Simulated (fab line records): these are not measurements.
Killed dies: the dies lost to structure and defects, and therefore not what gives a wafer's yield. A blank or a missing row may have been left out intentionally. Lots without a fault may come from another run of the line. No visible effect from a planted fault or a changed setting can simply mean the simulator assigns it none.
A lot that was struck, set against a sound lot    flow n5 finfet    15 out of 1938 route steps
Sound: these wafers, L836.1, L836.4, L836.5. Struck: wafer L845.1 (left out: L845.3, L845.4 of the same lot, which were not struck); the cause appears at the end.
At each step with rows: each side's tool, then ch and its chambers, then its first start. Under that, the readings that differ: sound wafers    struck wafers    difference of the means    sigmas: that difference in standard deviations of wafers without a fault.
alike: readings with means less than 2 such deviations apart, plus words and numbers identical on both sides. not compared: withheld readings, readings lacking a value on some wafer, bounds such as >300 that could conceal the same value, and numbers that have no deviation in the record and whose values overlap.
The two part at a step that has a row with sigmas, a row that says differs or no value, or rows on one side only. Numbers that have no deviation but don't overlap get no sigmas and don't part them. A reading missing from all wafers of one side parts the sides only when that side holds two or more wafers.

N5_BEOL_M9_OCD_MEAS_38:
  sound: ocd-02 at day 11 22:40; struck: ocd-02 at day 13 18:36
  alike: trench depth nm
then, 4 steps without rows for these wafers: N5_BEOL_M9_HM_STRIP_39 (strips TiN in peroxide tin strip, target depth 25 nm, time 158 s); N5_BEOL_M9_SRD_40 (time 30 s); N5_BEOL_M9_PRECLEAN_42 (cleans in residue remover, time 60 s); N5_BEOL_M9_SRD_43 (time 30 s).
N5_BEOL_M9_CD_MEAS_35: target cd 70 nm, target cd y 40 nm.
  sound: cd sem-03 at day 11 22:49; struck: cd sem-03 at day 13 18:46
  alike: cd nm
N5_BEOL_M9_CURE_72: cures SiCOH lowk, time 120 s.
  sound on uv cure-03 ch 0, day 11 23:10; struck on uv cure-03 ch 1, day 13 18:55
  alike: lamp power pct, wafer_temp_C_max
N5_BEOL_M9_DEGAS_44: time 60 s.
  sound: pvd sputter-02 at day 12 01:19; struck: pvd sputter-01 at day 13 19:16
  alike: heater power w
N5_BEOL_M9_PRE_CLEAN_45: time 30 s.
  sound: pvd sputter-02 at day 12 01:22; struck: pvd sputter-01 at day 13 19:18
  alike: heater power w
N5_BEOL_M9_ALD_74: deposits TaN, target thk 2 nm, pulse time 2 s, purge time 3 s.
  sound on ald metal-01 ch 0,2, day 12 01:31; struck on ald metal-01 ch 3, day 13 19:22
  alike: heater power w, mfc carrier sccm
N5_BEOL_M9_SURFACE_TREAT_79:
  sound: pvd sputter-03 at day 12 01:50; struck: pvd sputter-02 at day 13 19:46
  not compared: throttle valve pct
then, 1 step without rows for these wafers: N5_BEOL_M9_CVD_78 (deposits Co from CCTBA/H2, target thk 2 nm, time 138.9 s).
N5_BEOL_M9_SPUTTER_48: material Cu, target thk 12 nm, time 2 s.
  sound: pvd sputter-02 at day 12 02:14; struck: pvd sputter-02 at day 13 19:58
reading                 sound              struck  difference  sigmas
cathode dc power W (W)  26006 25994 26000  21979   -4021       -99 or more
  alike: bias v, chuck gas flow sccm, throttle valve pct
then, 1 step without rows for these wafers: N5_BEOL_M9_ECD_50 (material Cu, target thk 318 nm).
-- the record jumps here: 3 days lie between the struck wafers' starts before and after (it left off in module BEOL_M9 and takes up again in module PASSIVATION, whose first step shown is number 1936 of the route) --
N5_PASSIVATION_PROBE_49:
  sound: prober-01 at day 14 16:28; struck: prober-02 at day 16 20:36
  alike: defect limited yield, killed_at_M0_to_M3, killed_at_M4_up, killed at contacts, killed at front end, killed at other, killed dies, killed open, killed short, sort_bin_5_function, sort_bin_6_memory, sort n pass, sort yield pct

WHERE THEY PART
Only at N5_BEOL_M9_SPUTTER_48, as far as this record shows. Later steps at which nothing parts them and some readings are alike: N5_PASSIVATION_PROBE_49.

WHY: what had been put in by the simulator
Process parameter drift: pvd sputter-02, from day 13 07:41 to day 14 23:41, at N5_BEOL_M9_SPUTTER_48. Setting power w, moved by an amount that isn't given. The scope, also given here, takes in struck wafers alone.
